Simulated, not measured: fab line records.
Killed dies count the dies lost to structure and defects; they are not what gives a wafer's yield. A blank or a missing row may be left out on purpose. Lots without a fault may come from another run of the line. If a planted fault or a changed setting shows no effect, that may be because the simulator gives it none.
Which tool is to blame? -- flow n5_finfet -- Sampling: 24 lots, 72 wafers, 6 of 1938 route steps

WHAT THE GAUGES READ, wafer by wafer
N5_BEOL_M4_OVL_MEAS_12. Usual: M4_OVL gives -0.4 nm (standard deviation 0.74).
lot,measured,on,M4_OVL (nm),flag
L074,day 7 11:10,overlay-02,0.4 0.6 0.4,
L075,day 7 21:58,overlay-01,-1.5 -1.1 -1.5,
L077,day 8 01:23,overlay-02,-0.5 -0.5 -0.2,
L076,day 8 11:43,overlay-01,-0.9 -0.9 -1.4,
L078,day 8 17:34,overlay-02,-0.7 -1.2 -0.5,
L079,day 8 18:36,overlay-01,0.6 0.9 0.2,
L080,day 8 19:03,overlay-01,-1.8 -1.2 -1.1,
L081,day 8 23:45,overlay-01,0.2 -1.4 -0.9,
L082,day 9 22:55,overlay-02,0.6 -0.2 -0.1,
L083,day 10 04:30,overlay-01,0.6 1.2 0.3,
L084,day 10 08:46,overlay-02,-0.3 0.7 -0.3,
L085,day 10 17:20,overlay-02,-0.3 -0.1 -0.4,
L086,day 10 22:17,overlay-02,-0.5 -0.7 -0.2,
L088,day 11 20:13,overlay-02,-0.4 -1.4 -0.9,
L087,day 11 20:24,overlay-01,0.5 -0.3 0.3,
L089,day 12 02:01,overlay-01,0.0 -1.4 -1.1,
L090,day 12 04:14,overlay-02,-0.9 -0.6 -0.4,
L091,day 12 09:20,overlay-01,-0.2 0.4 -0.5,
L092,day 12 14:28,overlay-02,-0.2 -0.2 -0.7,
L095,day 13 03:00,overlay-01,-2.2 -1.2 -0.7,
L093,day 13 07:20,overlay-02,-0.6 -0.4 -0.4,
L097,day 13 08:29,overlay-01,-0.3 1.1 1.2,
L094,day 13 13:56,overlay-01,0.0 -0.3 -0.4,
L096,day 13 16:34,overlay-02,-0.9 -2.3 -1.1,

EACH LOT AND THE TOOL THAT RAN IT (in order: tool; ch and the chambers of the sampled wafers; start)
lot,N5_BEOL_M3_SPUTTER_86,N5_BEOL_M3_ANNEAL_89,N5_BEOL_M3_ANNEAL_93,N5_BEOL_M3_ANNEAL_51,N5_BEOL_M3_PRE_CLEAN_60
L074,"pvd_sputter-02, day 7 07:46","pvd_sputter-02, day 7 08:04","pvd_sputter-02, day 7 08:30","rtp_anneal-02 ch 0, day 7 09:13","cvd_co-01 ch 0,1, day 7 09:45"
L075,"pvd_sputter-02, day 7 18:43","pvd_sputter-02, day 7 19:01","pvd_sputter-02, day 7 19:27","rtp_anneal-02 ch 0, day 7 20:01","cvd_co-02 ch 1,2, day 7 20:38"
L077,"pvd_sputter-02, day 7 22:27","pvd_sputter-02, day 7 22:45","pvd_sputter-02, day 7 23:11","rtp_anneal-02 ch 0, day 7 23:47","cvd_co-01 ch 1,2, day 8 00:23"
L076,"pvd_sputter-03, day 8 08:07","pvd_sputter-03, day 8 08:25","pvd_sputter-03, day 8 08:52","rtp_anneal-01 ch 0, day 8 09:28","cvd_co-02 ch 0,2, day 8 10:02"
L078,"pvd_sputter-01, day 8 12:56","pvd_sputter-01, day 8 13:14","pvd_sputter-01, day 8 13:40","rtp_anneal-01 ch 0, day 8 14:13","cvd_co-01 ch 1,2, day 8 14:51"
L079,"pvd_sputter-03, day 8 15:47","pvd_sputter-03, day 8 16:05","pvd_sputter-03, day 8 16:32","rtp_anneal-01 ch 0, day 8 17:11","cvd_co-01 ch 1,2, day 8 17:43"
L080,"pvd_sputter-01, day 8 15:58","pvd_sputter-01, day 8 16:16","pvd_sputter-01, day 8 16:43","rtp_anneal-02 ch 0, day 8 17:19","cvd_co-02 ch 1,2, day 8 17:57"
L081,"pvd_sputter-03, day 8 19:19","pvd_sputter-03, day 8 19:37","pvd_sputter-03, day 8 20:04","rtp_anneal-01 ch 0, day 8 20:40","cvd_co-01 ch 1,2, day 8 21:16"
L082,"pvd_sputter-03, day 9 13:40","pvd_sputter-03, day 9 13:58","pvd_sputter-03, day 9 16:16","rtp_anneal-01 ch 0, day 9 16:55","cvd_co-02 ch 0,1,2, day 9 17:28"
L083,"pvd_sputter-03, day 10 01:35","pvd_sputter-03, day 10 01:53","pvd_sputter-03, day 10 02:19","rtp_anneal-01 ch 0, day 10 03:01","cvd_co-02 ch 0,1,2, day 10 03:32"
L084,"pvd_sputter-01, day 10 02:31","pvd_sputter-01, day 10 02:49","pvd_sputter-01, day 10 03:16","rtp_anneal-02 ch 0, day 10 04:03","cvd_co-02 ch 0,2, day 10 04:38"
L085,"pvd_sputter-01, day 10 13:33","pvd_sputter-01, day 10 13:51","pvd_sputter-01, day 10 14:17","rtp_anneal-01 ch 0, day 10 14:52","cvd_co-02 ch 0,1, day 10 15:29"
L086,"pvd_sputter-01, day 10 18:26","pvd_sputter-01, day 10 18:44","pvd_sputter-01, day 10 19:10","rtp_anneal-02 ch 0, day 10 19:46","cvd_co-01 ch 0,1,2, day 10 20:21"
L088,"pvd_sputter-02, day 11 17:02","pvd_sputter-02, day 11 17:20","pvd_sputter-02, day 11 17:47","rtp_anneal-01 ch 0, day 11 18:20","cvd_co-01 ch 0,1,2, day 11 18:58"
L087,"pvd_sputter-01, day 11 17:16","pvd_sputter-01, day 11 17:34","pvd_sputter-01, day 11 18:00","rtp_anneal-02 ch 0, day 11 18:37","cvd_co-01 ch 1,2, day 11 19:12"
L089,"pvd_sputter-03, day 11 20:59","pvd_sputter-03, day 11 21:17","pvd_sputter-03, day 11 21:43","rtp_anneal-02 ch 0, day 11 22:19","cvd_co-02 ch 0,1,2, day 11 22:55"
L090,"pvd_sputter-02, day 11 21:48","pvd_sputter-02, day 11 22:06","pvd_sputter-02, day 11 22:32","rtp_anneal-02 ch 0, day 11 23:05","cvd_co-01 ch 0,1,2, day 11 23:43"
L091,"pvd_sputter-03, day 12 06:30","pvd_sputter-03, day 12 06:48","pvd_sputter-03, day 12 07:14","rtp_anneal-02 ch 0, day 12 07:48","cvd_co-02 ch 0,1,2, day 12 08:26"
L092,"pvd_sputter-01, day 12 09:43","pvd_sputter-01, day 12 10:01","pvd_sputter-01, day 12 10:28","rtp_anneal-01 ch 0, day 12 11:01","cvd_co-02 ch 0,1, day 12 11:40"
L095,"pvd_sputter-03, day 12 23:48","pvd_sputter-03, day 13 00:06","pvd_sputter-03, day 13 00:32","rtp_anneal-02 ch 0, day 13 01:06","cvd_co-02 ch 0,2, day 13 01:44"
L093,"pvd_sputter-03, day 13 01:38","pvd_sputter-03, day 13 01:56","pvd_sputter-03, day 13 02:23","rtp_anneal-01 ch 0, day 13 02:56","cvd_co-01 ch 0,1, day 13 03:34"
L097,"pvd_sputter-01, day 13 05:11","pvd_sputter-01, day 13 05:29","pvd_sputter-01, day 13 05:56","rtp_anneal-01 ch 0, day 13 06:32","cvd_co-01 ch 1,2, day 13 07:08"
L094,"pvd_sputter-01, day 13 09:29","pvd_sputter-01, day 13 09:47","pvd_sputter-01, day 13 10:14","rtp_anneal-02 ch 0, day 13 11:01","cvd_co-02 ch 1,2, day 13 11:36"
L096,"pvd_sputter-02, day 13 13:19","pvd_sputter-02, day 13 13:37","pvd_sputter-02, day 13 14:03","rtp_anneal-02 ch 0, day 13 14:44","cvd_co-01 ch 0,1,2, day 13 15:15"
- N5_BEOL_M3_SPUTTER_86: material Cu, target thk 4.5 nm, time 8.29 s.
- N5_BEOL_M3_ANNEAL_89: time 240 s.
- N5_BEOL_M3_ANNEAL_93: time 240 s.
- N5_BEOL_M3_ANNEAL_51: time 90 s.
- N5_BEOL_M3_PRE_CLEAN_60: time 15 s.

AS READ BY THE TOOLS THEMSELVES (means over the sampled wafers that have a number; for cases with no such wafer, the mark the record gives instead)
N5_BEOL_M3_SPUTTER_86. Usual: throttle_valve_pct at 30.2 %, with a standard deviation of 0.94.
lot,tool,throttle_valve_pct (%),flag
L074,pvd_sputter-02,29.6,
L075,pvd_sputter-02,29.9,
L077,pvd_sputter-02,29.6,
L076,pvd_sputter-03,30.4,
L078,pvd_sputter-01,29.7,
L079,pvd_sputter-03,30.2,
L080,pvd_sputter-01,30.3,
L081,pvd_sputter-03,30.3,
L082,pvd_sputter-03,29.6,
L083,pvd_sputter-03,30.7,
L084,pvd_sputter-01,30.8,
L085,pvd_sputter-01,29.7,
L086,pvd_sputter-01,30.2,
L088,pvd_sputter-02,30.3,
L087,pvd_sputter-01,30.3,
L089,pvd_sputter-03,29.7,
L090,pvd_sputter-02,30.5,
L091,pvd_sputter-03,29.9,
L092,pvd_sputter-01,30.3,
L095,pvd_sputter-03,30.1,
L093,pvd_sputter-03,30.2,
L097,pvd_sputter-01,30.8,
L094,pvd_sputter-01,30.2,
L096,pvd_sputter-02,30.0,

N5_BEOL_M3_ANNEAL_89. Usual: heater_power_w at 820 W, with a standard deviation of 57.
lot,tool,heater_power_w (W),flag
L074,pvd_sputter-02,868,
L075,pvd_sputter-02,832,
L077,pvd_sputter-02,817,
L076,pvd_sputter-03,816,
L078,pvd_sputter-01,761,
L079,pvd_sputter-03,850,
L080,pvd_sputter-01,779,
L081,pvd_sputter-03,824,
L082,pvd_sputter-03,837,
L083,pvd_sputter-03,818,
L084,pvd_sputter-01,782,
L085,pvd_sputter-01,787,
L086,pvd_sputter-01,773,
L088,pvd_sputter-02,842,
L087,pvd_sputter-01,797,
L089,pvd_sputter-03,853,
L090,pvd_sputter-02,933,
L091,pvd_sputter-03,845,
L092,pvd_sputter-01,766,
L095,pvd_sputter-03,850,
L093,pvd_sputter-03,838,
L097,pvd_sputter-01,802,
L094,pvd_sputter-01,766,
L096,pvd_sputter-02,889,

N5_BEOL_M3_ANNEAL_93. Usual: heater_power_w at 820 W, with a standard deviation of 56.
lot,tool,heater_power_w (W),flag
L074,pvd_sputter-02,882,
L075,pvd_sputter-02,848,
L077,pvd_sputter-02,822,
L076,pvd_sputter-03,813,
L078,pvd_sputter-01,767,
L079,pvd_sputter-03,840,
L080,pvd_sputter-01,771,
L081,pvd_sputter-03,809,
L082,pvd_sputter-03,847,
L083,pvd_sputter-03,826,
L084,pvd_sputter-01,789,
L085,pvd_sputter-01,784,
L086,pvd_sputter-01,771,
L088,pvd_sputter-02,846,
L087,pvd_sputter-01,789,
L089,pvd_sputter-03,852,
L090,pvd_sputter-02,925,
L091,pvd_sputter-03,844,
L092,pvd_sputter-01,760,
L095,pvd_sputter-03,850,
L093,pvd_sputter-03,856,
L097,pvd_sputter-01,817,
L094,pvd_sputter-01,778,
L096,pvd_sputter-02,895,

N5_BEOL_M3_ANNEAL_51. Usual: anneal_temp_c_max 226.03, standard deviation 0.29; wafer_temp_C_max 226.13, standard deviation 0.29.
lot,tool,anneal_temp_c_max,wafer_temp_C_max,flag
L074,rtp_anneal-02,225.96,225.93,
L075,rtp_anneal-02,226.04,226.19,
L077,rtp_anneal-02,226.16,226.03,
L076,rtp_anneal-01,225.71,226.08,
L078,rtp_anneal-01,225.69,226.17,
L079,rtp_anneal-01,225.94,226.38,
L080,rtp_anneal-02,226.23,225.97,
L081,rtp_anneal-01,225.86,226.43,
L082,rtp_anneal-01,226.01,226.28,
L083,rtp_anneal-01,225.72,226.00,
L084,rtp_anneal-02,226.20,225.91,
L085,rtp_anneal-01,225.94,226.41,
L086,rtp_anneal-02,226.22,226.16,
L088,rtp_anneal-01,225.98,226.40,
L087,rtp_anneal-02,226.27,226.03,
L089,rtp_anneal-02,225.95,225.94,
L090,rtp_anneal-02,226.02,225.97,
L091,rtp_anneal-02,226.35,225.95,
L092,rtp_anneal-01,226.11,226.13,
L095,rtp_anneal-02,226.20,226.27,
L093,rtp_anneal-01,225.73,226.27,
L097,rtp_anneal-01,225.70,226.22,
L094,rtp_anneal-02,226.36,225.91,
L096,rtp_anneal-02,226.23,225.95,

N5_BEOL_M3_PRE_CLEAN_60. Usual: heater_power_w at 90 W, with a standard deviation of 21.
lot,tool,heater_power_w (W),flag
L074,cvd_co-01,90,
L075,cvd_co-02,68,
L077,cvd_co-01,79,
L076,cvd_co-02,105,
L078,cvd_co-01,92,
L079,cvd_co-01,94,
L080,cvd_co-02,76,
L081,cvd_co-01,82,
L082,cvd_co-02,87,
L083,cvd_co-02,89,
L084,cvd_co-02,107,
L085,cvd_co-02,78,
L086,cvd_co-01,93,
L088,cvd_co-01,91,
L087,cvd_co-01,81,
L089,cvd_co-02,89,
L090,cvd_co-01,93,
L091,cvd_co-02,90,
L092,cvd_co-02,97,
L095,cvd_co-02,106,
L093,cvd_co-01,94,
L097,cvd_co-01,93,
L094,cvd_co-02,78,
L096,cvd_co-01,95,

THE ANSWER, worked out from the rows above alone
Rule: take the mean of a lot's wafers that have a number; if it is more than 3 standard deviations from the usual mean, the lot is off. A lot without any number at a reading at which 4 lots or more have one is off too. Any other lot the step has rows for is counted as sound. Order of review: gauges by route order, followed by the tools' own readings, for which a lot's mean as printed above is used. At the first step where some lot is off, the reading lying furthest off is the one used; lots without a number count as furthest.
None of the lots is off at any reading shown; this tells nothing.

WHAT THE SIMULATOR PUT IN
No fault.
